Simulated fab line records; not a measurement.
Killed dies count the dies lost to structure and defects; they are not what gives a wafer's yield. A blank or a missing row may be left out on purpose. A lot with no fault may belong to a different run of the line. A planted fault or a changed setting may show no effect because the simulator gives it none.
Matching of chambers	flow n5-finfet	N5_BEOL_M0_ETCH_128 on rie-diel-04: 4 sister chambers
The step etches SiCN in CF4/N2, target depth 12 nm, overetch 5.1 nm, time 21.4 s. 4 wafers are shown with their chamber, then 12 later ones without.

## WAFERS WITH THEIR CHAMBER
wafer	chamber	drypump-motor-current-A (A)
L086.3	0	5.1
L086.6	1	6.3
L092.5	2	5.7
L092.6	3	5.6

## WAFERS WITH NO CHAMBER GIVEN
wafer	drypump-motor-current-A (A)
L093.1	5.7
L093.3	5.7
L093.6	5.7
L094.1	5.6
L094.3	5.7
L094.4	5.6
L095.1	5.1
L095.3	5.7
L095.6	5.2
L097.2	5.7
L097.3	5.6
L097.6	5.7

## WHICH CHAMBER EACH ONE RAN IN
wafer	from the rows above	in truth
L093.1	2	2
L093.3	2	2
L093.6	2	2
L094.1	3	3
L094.3	2	2
L094.4	3	3
L095.1	0	0
L095.3	2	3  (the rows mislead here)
L095.6	0	0
L097.2	2	2
L097.3	3	3
L097.6	2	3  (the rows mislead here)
10 of 12 placed correctly. Not placeable from these rows: 0. Placed wrongly: 2.
How it was worked out, from the rows above alone: a wafer's distance from a chamber is the root of the sum, over the readings, of the square of ((its reading less the chamber's mean) divided by the reading's scatter). The wafer belongs to the nearest chamber; if the next one is less than 2 further off, it can't be placed. Each chamber's mean is taken over the wafers shown for it. The scatter: with one shown wafer a chamber, the root of the mean of the squares of how far each hidden wafer lies from its nearest shown one.
